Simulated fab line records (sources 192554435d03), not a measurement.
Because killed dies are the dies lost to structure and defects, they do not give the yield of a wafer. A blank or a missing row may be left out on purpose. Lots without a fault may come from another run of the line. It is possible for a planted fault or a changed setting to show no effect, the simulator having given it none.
Which of the tools did it? || flow n5-finfet || Sampling: 14 lots, 42 wafers, 4 of 1938 route steps

## WHAT THE GAUGES READ, wafer by wafer
No reading from a measuring or inspecting step in the record can be judged against a usual standard deviation.

## EACH LOT AND THE TOOL THAT RAN IT (in order: tool; ch and the chambers of the sampled wafers; start)
{"lot": "L255", "N5_FIN_SAQP_MANDREL2_REMOVE_60": "rie-si-03 ch 0,1,3, day 2 01:28", "N5_FIN_SAQP_HM_CD_35": "cd-sem-01, day 2 01:56", "N5_FIN_CUT_DEVELOP_07": "litho-track-02 ch 0, day 2 02:37", "N5_FIN_CUT_STRIP_24": "rie-diel-02 ch 2,3, day 2 03:13"}
{"lot": "L256", "N5_FIN_SAQP_MANDREL2_REMOVE_60": "rie-si-01 ch 1,2,3, day 2 08:20", "N5_FIN_SAQP_HM_CD_35": "cd-sem-01, day 2 08:42", "N5_FIN_CUT_DEVELOP_07": "litho-track-04 ch 0, day 2 09:16", "N5_FIN_CUT_STRIP_24": "rie-diel-02 ch 1,3, day 2 09:53"}
{"lot": "L258", "N5_FIN_SAQP_MANDREL2_REMOVE_60": "rie-si-01 ch 1,2,3, day 2 19:26", "N5_FIN_SAQP_HM_CD_35": "cd-sem-01, day 2 19:49", "N5_FIN_CUT_DEVELOP_07": "litho-track-04 ch 0, day 2 20:30", "N5_FIN_CUT_STRIP_24": "rie-diel-04 ch 0,3, day 2 21:06"}
{"lot": "L259", "N5_FIN_SAQP_MANDREL2_REMOVE_60": "rie-si-06 ch 0,1, day 3 01:56", "N5_FIN_SAQP_HM_CD_35": "cd-sem-02, day 3 02:25", "N5_FIN_CUT_DEVELOP_07": "litho-track-05 ch 0, day 3 02:59", "N5_FIN_CUT_STRIP_24": "rie-diel-02 ch 0,2,3, day 3 03:44"}
{"lot": "L261", "N5_FIN_SAQP_MANDREL2_REMOVE_60": "rie-si-01 ch 0,1,2, day 3 13:39", "N5_FIN_SAQP_HM_CD_35": "cd-sem-01, day 3 14:08", "N5_FIN_CUT_DEVELOP_07": "litho-track-02 ch 0, day 3 14:41", "N5_FIN_CUT_STRIP_24": "rie-diel-05 ch 0,1, day 3 15:17"}
{"lot": "L262", "N5_FIN_SAQP_MANDREL2_REMOVE_60": "rie-si-01 ch 0,2, day 3 19:38", "N5_FIN_SAQP_HM_CD_35": "cd-sem-03, day 3 20:01", "N5_FIN_CUT_DEVELOP_07": "litho-track-02 ch 0, day 3 20:34", "N5_FIN_CUT_STRIP_24": "rie-diel-04 ch 1,2, day 3 21:10"}
{"lot": "L263", "N5_FIN_SAQP_MANDREL2_REMOVE_60": "rie-si-06 ch 0,1,2, day 4 04:33", "N5_FIN_SAQP_HM_CD_35": "cd-sem-03, day 4 04:56", "N5_FIN_CUT_DEVELOP_07": "litho-track-05 ch 0, day 4 05:39", "N5_FIN_CUT_STRIP_24": "rie-diel-04 ch 0,1,2, day 4 06:15"}
{"lot": "L269", "N5_FIN_SAQP_MANDREL2_REMOVE_60": "rie-si-01 ch 0,1, day 5 13:31", "N5_FIN_SAQP_HM_CD_35": "cd-sem-01, day 5 13:56", "N5_FIN_CUT_DEVELOP_07": "litho-track-05, day 5 14:30", "N5_FIN_CUT_STRIP_24": "rie-diel-04 ch 0,2,3, day 5 15:06"}
{"lot": "L270", "N5_FIN_SAQP_MANDREL2_REMOVE_60": "rie-si-01 ch 2,3, day 5 19:50", "N5_FIN_SAQP_HM_CD_35": "cd-sem-01, day 5 20:22", "N5_FIN_CUT_DEVELOP_07": "litho-track-02, day 5 20:57", "N5_FIN_CUT_STRIP_24": "rie-diel-05 ch 0,1,2, day 5 21:44"}
{"lot": "L272", "N5_FIN_SAQP_MANDREL2_REMOVE_60": "rie-si-01 ch 0,2,3, day 6 08:40", "N5_FIN_SAQP_HM_CD_35": "cd-sem-01, day 6 09:02", "N5_FIN_CUT_DEVELOP_07": "litho-track-05 ch 0, day 6 09:43", "N5_FIN_CUT_STRIP_24": "rie-diel-04 ch 0,2,3, day 6 10:19"}
{"lot": "L273", "N5_FIN_SAQP_MANDREL2_REMOVE_60": "rie-si-01 ch 1,2,3, day 6 14:33", "N5_FIN_SAQP_HM_CD_35": "cd-sem-03, day 6 14:56", "N5_FIN_CUT_DEVELOP_07": "litho-track-02 ch 0, day 6 15:31", "N5_FIN_CUT_STRIP_24": "rie-diel-02 ch 0,2,3, day 6 16:08"}
{"lot": "L274", "N5_FIN_SAQP_MANDREL2_REMOVE_60": "rie-si-06 ch 0,1,3, day 6 19:35", "N5_FIN_SAQP_HM_CD_35": "cd-sem-03, day 6 20:04", "N5_FIN_CUT_DEVELOP_07": "litho-track-02 ch 0, day 6 20:38", "N5_FIN_CUT_STRIP_24": "rie-diel-02 ch 0,2, day 6 21:13"}
{"lot": "L276", "N5_FIN_SAQP_MANDREL2_REMOVE_60": "rie-si-03 ch 0,2,3, day 7 07:54", "N5_FIN_SAQP_HM_CD_35": "cd-sem-02, day 7 08:17", "N5_FIN_CUT_DEVELOP_07": "litho-track-04 ch 0, day 7 08:50", "N5_FIN_CUT_STRIP_24": "rie-diel-04 ch 1,2,3, day 7 09:26"}
{"lot": "L278", "N5_FIN_SAQP_MANDREL2_REMOVE_60": "rie-si-03 ch 0,1,3, day 7 19:39", "N5_FIN_SAQP_HM_CD_35": "cd-sem-01, day 7 20:02", "N5_FIN_CUT_DEVELOP_07": "litho-track-02 ch 0, day 8 01:14", "N5_FIN_CUT_STRIP_24": "rie-diel-02 ch 0,2,3, day 8 01:54"}
- N5_FIN_SAQP_MANDREL2_REMOVE_60: chemistry HBr/Cl2/O2, target a-Si, stops on SiNx, bt time 10 s.
- N5_FIN_SAQP_HM_CD_35: target cd 8 nm.
- N5_FIN_CUT_DEVELOP_07: develop time 30 s.
- N5_FIN_CUT_STRIP_24: strips in CF4.

## AS READ BY THE TOOLS THEMSELVES (means over the sampled wafers that have a number; for cases with no such wafer, the mark the record gives instead)
N5_FIN_SAQP_MANDREL2_REMOVE_60.
{"lot": "L255", "tool": "rie-si-03", "O2_flow_sccm (sccm)": 4.994, "drypump-motor-current-A (A)": 5.3, "oes-product-au (a.u.)": 1.028, "throttle-valve-pct (%)": 36.60}
{"lot": "L256", "tool": "rie-si-01", "O2_flow_sccm (sccm)": 4.993, "drypump-motor-current-A (A)": 5.9, "oes-product-au (a.u.)": 0.994, "throttle-valve-pct (%)": 36.67}
{"lot": "L258", "tool": "rie-si-01", "O2_flow_sccm (sccm)": 5.010, "drypump-motor-current-A (A)": 5.8, "oes-product-au (a.u.)": 0.995, "throttle-valve-pct (%)": 36.69}
{"lot": "L259", "tool": "rie-si-06", "O2_flow_sccm (sccm)": 5.001, "drypump-motor-current-A (A)": 5.4, "oes-product-au (a.u.)": 0.996, "throttle-valve-pct (%)": 36.75}
{"lot": "L261", "tool": "rie-si-01", "O2_flow_sccm (sccm)": 4.998, "drypump-motor-current-A (A)": 5.6, "oes-product-au (a.u.)": 0.975, "throttle-valve-pct (%)": 36.71}
{"lot": "L262", "tool": "rie-si-01", "O2_flow_sccm (sccm)": 4.995, "drypump-motor-current-A (A)": 5.2, "oes-product-au (a.u.)": 0.969, "throttle-valve-pct (%)": 36.77}
{"lot": "L263", "tool": "rie-si-06", "O2_flow_sccm (sccm)": 4.994, "drypump-motor-current-A (A)": 5.5, "oes-product-au (a.u.)": 1.004, "throttle-valve-pct (%)": 36.89}
{"lot": "L269", "tool": "rie-si-01", "O2_flow_sccm (sccm)": 5.009, "drypump-motor-current-A (A)": 6.0, "oes-product-au (a.u.)": 0.995, "throttle-valve-pct (%)": 36.64}
{"lot": "L270", "tool": "rie-si-01", "O2_flow_sccm (sccm)": 4.977, "drypump-motor-current-A (A)": 5.8, "oes-product-au (a.u.)": 0.985, "throttle-valve-pct (%)": 36.61}
{"lot": "L272", "tool": "rie-si-01", "O2_flow_sccm (sccm)": 5.001, "drypump-motor-current-A (A)": 5.6, "oes-product-au (a.u.)": 0.974, "throttle-valve-pct (%)": 36.66}
{"lot": "L273", "tool": "rie-si-01", "O2_flow_sccm (sccm)": 4.989, "drypump-motor-current-A (A)": 5.8, "oes-product-au (a.u.)": 0.984, "throttle-valve-pct (%)": 36.68}
{"lot": "L274", "tool": "rie-si-06", "O2_flow_sccm (sccm)": 5.003, "drypump-motor-current-A (A)": 5.6, "oes-product-au (a.u.)": 0.994, "throttle-valve-pct (%)": 36.78}
{"lot": "L276", "tool": "rie-si-03", "O2_flow_sccm (sccm)": 4.997, "drypump-motor-current-A (A)": 5.2, "oes-product-au (a.u.)": 1.010, "throttle-valve-pct (%)": 36.82}
{"lot": "L278", "tool": "rie-si-03", "O2_flow_sccm (sccm)": 5.001, "drypump-motor-current-A (A)": 5.3, "oes-product-au (a.u.)": 1.023, "throttle-valve-pct (%)": 36.59}

N5_FIN_SAQP_HM_CD_35.
{"lot": "L255", "tool": "cd-sem-01", "cd-nm (nm)": 8.05}
{"lot": "L256", "tool": "cd-sem-01", "cd-nm (nm)": 8.10}
{"lot": "L258", "tool": "cd-sem-01", "cd-nm (nm)": 8.16}
{"lot": "L259", "tool": "cd-sem-02", "cd-nm (nm)": 8.08}
{"lot": "L261", "tool": "cd-sem-01", "cd-nm (nm)": 8.06}
{"lot": "L262", "tool": "cd-sem-03", "cd-nm (nm)": 7.98}
{"lot": "L263", "tool": "cd-sem-03", "cd-nm (nm)": 7.95}
{"lot": "L269", "tool": "cd-sem-01", "cd-nm (nm)": 7.94}
{"lot": "L270", "tool": "cd-sem-01", "cd-nm (nm)": 8.38}
{"lot": "L272", "tool": "cd-sem-01", "cd-nm (nm)": 8.25}
{"lot": "L273", "tool": "cd-sem-03", "cd-nm (nm)": 8.34}
{"lot": "L274", "tool": "cd-sem-03", "cd-nm (nm)": 8.25}
{"lot": "L276", "tool": "cd-sem-02", "cd-nm (nm)": 8.03}
{"lot": "L278", "tool": "cd-sem-01", "cd-nm (nm)": 7.82}

N5_FIN_CUT_DEVELOP_07.
{"lot": "L255", "tool": "litho-track-02", "chill-plate-temp-C (C)": 23.05}
{"lot": "L256", "tool": "litho-track-04", "chill-plate-temp-C (C)": 22.98}
{"lot": "L258", "tool": "litho-track-04", "chill-plate-temp-C (C)": 23.00}
{"lot": "L259", "tool": "litho-track-05", "chill-plate-temp-C (C)": 23.02}
{"lot": "L261", "tool": "litho-track-02", "chill-plate-temp-C (C)": 22.92}
{"lot": "L262", "tool": "litho-track-02", "chill-plate-temp-C (C)": 22.87}
{"lot": "L263", "tool": "litho-track-05", "chill-plate-temp-C (C)": 22.94}
{"lot": "L269", "tool": "litho-track-05", "chill-plate-temp-C (C)": "-"}
{"lot": "L270", "tool": "litho-track-02", "chill-plate-temp-C (C)": "-"}
{"lot": "L272", "tool": "litho-track-05", "chill-plate-temp-C (C)": 22.96}
{"lot": "L273", "tool": "litho-track-02", "chill-plate-temp-C (C)": 23.06}
{"lot": "L274", "tool": "litho-track-02", "chill-plate-temp-C (C)": 22.96}
{"lot": "L276", "tool": "litho-track-04", "chill-plate-temp-C (C)": 22.97}
{"lot": "L278", "tool": "litho-track-02", "chill-plate-temp-C (C)": 22.87}

N5_FIN_CUT_STRIP_24.
{"lot": "L255", "tool": "rie-diel-02", "drypump-motor-current-A (A)": 5.7, "oes-product-au (a.u.)": 0.68, "rf-vpp-V (V)": 269.7, "showerhead-plenum-p-Torr (Torr)": 1.74, "throttle-valve-pct (%)": 13.92}
{"lot": "L256", "tool": "rie-diel-02", "drypump-motor-current-A (A)": 5.5, "oes-product-au (a.u.)": 0.68, "rf-vpp-V (V)": 270.2, "showerhead-plenum-p-Torr (Torr)": 1.77, "throttle-valve-pct (%)": 13.98}
{"lot": "L258", "tool": "rie-diel-04", "drypump-motor-current-A (A)": 5.7, "oes-product-au (a.u.)": 0.78, "rf-vpp-V (V)": 270.0, "showerhead-plenum-p-Torr (Torr)": 1.72, "throttle-valve-pct (%)": 13.66}
{"lot": "L259", "tool": "rie-diel-02", "drypump-motor-current-A (A)": 5.7, "oes-product-au (a.u.)": 0.79, "rf-vpp-V (V)": 272.0, "showerhead-plenum-p-Torr (Torr)": 1.82, "throttle-valve-pct (%)": 13.69}
{"lot": "L261", "tool": "rie-diel-05", "drypump-motor-current-A (A)": 5.7, "oes-product-au (a.u.)": 0.71, "rf-vpp-V (V)": 269.8, "showerhead-plenum-p-Torr (Torr)": 1.74, "throttle-valve-pct (%)": 13.74}
{"lot": "L262", "tool": "rie-diel-04", "drypump-motor-current-A (A)": 5.8, "oes-product-au (a.u.)": 0.86, "rf-vpp-V (V)": 272.6, "showerhead-plenum-p-Torr (Torr)": 1.87, "throttle-valve-pct (%)": 13.68}
{"lot": "L263", "tool": "rie-diel-04", "drypump-motor-current-A (A)": 5.4, "oes-product-au (a.u.)": 0.77, "rf-vpp-V (V)": 271.2, "showerhead-plenum-p-Torr (Torr)": 1.79, "throttle-valve-pct (%)": 13.73}
{"lot": "L269", "tool": "rie-diel-04", "drypump-motor-current-A (A)": 5.7, "oes-product-au (a.u.)": 0.79, "rf-vpp-V (V)": 270.3, "showerhead-plenum-p-Torr (Torr)": 1.78, "throttle-valve-pct (%)": 13.73}
{"lot": "L270", "tool": "rie-diel-05", "drypump-motor-current-A (A)": 5.7, "oes-product-au (a.u.)": 0.74, "rf-vpp-V (V)": 270.1, "showerhead-plenum-p-Torr (Torr)": 1.75, "throttle-valve-pct (%)": 13.70}
{"lot": "L272", "tool": "rie-diel-04", "drypump-motor-current-A (A)": 5.7, "oes-product-au (a.u.)": 0.78, "rf-vpp-V (V)": 270.2, "showerhead-plenum-p-Torr (Torr)": 1.77, "throttle-valve-pct (%)": 13.75}
{"lot": "L273", "tool": "rie-diel-02", "drypump-motor-current-A (A)": 5.8, "oes-product-au (a.u.)": 0.85, "rf-vpp-V (V)": 271.2, "showerhead-plenum-p-Torr (Torr)": 1.82, "throttle-valve-pct (%)": 13.54}
{"lot": "L274", "tool": "rie-diel-02", "drypump-motor-current-A (A)": 5.8, "oes-product-au (a.u.)": 0.83, "rf-vpp-V (V)": 272.1, "showerhead-plenum-p-Torr (Torr)": 1.87, "throttle-valve-pct (%)": 13.54}
{"lot": "L276", "tool": "rie-diel-04", "drypump-motor-current-A (A)": 5.8, "oes-product-au (a.u.)": 0.78, "rf-vpp-V (V)": 272.0, "showerhead-plenum-p-Torr (Torr)": 1.80, "throttle-valve-pct (%)": 13.72}
{"lot": "L278", "tool": "rie-diel-02", "drypump-motor-current-A (A)": 5.7, "oes-product-au (a.u.)": 0.84, "rf-vpp-V (V)": 271.7, "showerhead-plenum-p-Torr (Torr)": 1.81, "throttle-valve-pct (%)": 13.56}

## THE ANSWER, worked out from the rows above alone
Rule: usual is defined by the lots themselves. The widest of any qualifying gaps counts: lots, ordered by their means at a reading, are off when they make up no more than a third of the lots, leave a main group of 4 or more, and stand apart from it by 3 or more times the standard deviation of that group's means. A main group is skipped when, at the precision printed for the reading in the tables above, its means are all equal. A lot without any number at a reading at which 4 lots or more have one is off too. Where the step has rows for the other lots, those lots are counted as sound. First the gauges in route order, then the tools' own readings, where a lot's mean is used as printed above. The first step at which some lot is off is used, and at that step the reading that is off furthest; a lot without a number counts as furthest.
Off at N5_FIN_CUT_DEVELOP_07 (chill-plate-temp-C): L269, L270. Without a number there: L269, L270. The main group has a mean of 22.97 C with a standard deviation of 0.059.
If a tool, at that step or one of the process steps before it, ran each lot that is off and ran no sound lot following the first of them, it fits. Of those tried, none fits.

## WHAT HAD BEEN PUT IN BY THE SIMULATOR
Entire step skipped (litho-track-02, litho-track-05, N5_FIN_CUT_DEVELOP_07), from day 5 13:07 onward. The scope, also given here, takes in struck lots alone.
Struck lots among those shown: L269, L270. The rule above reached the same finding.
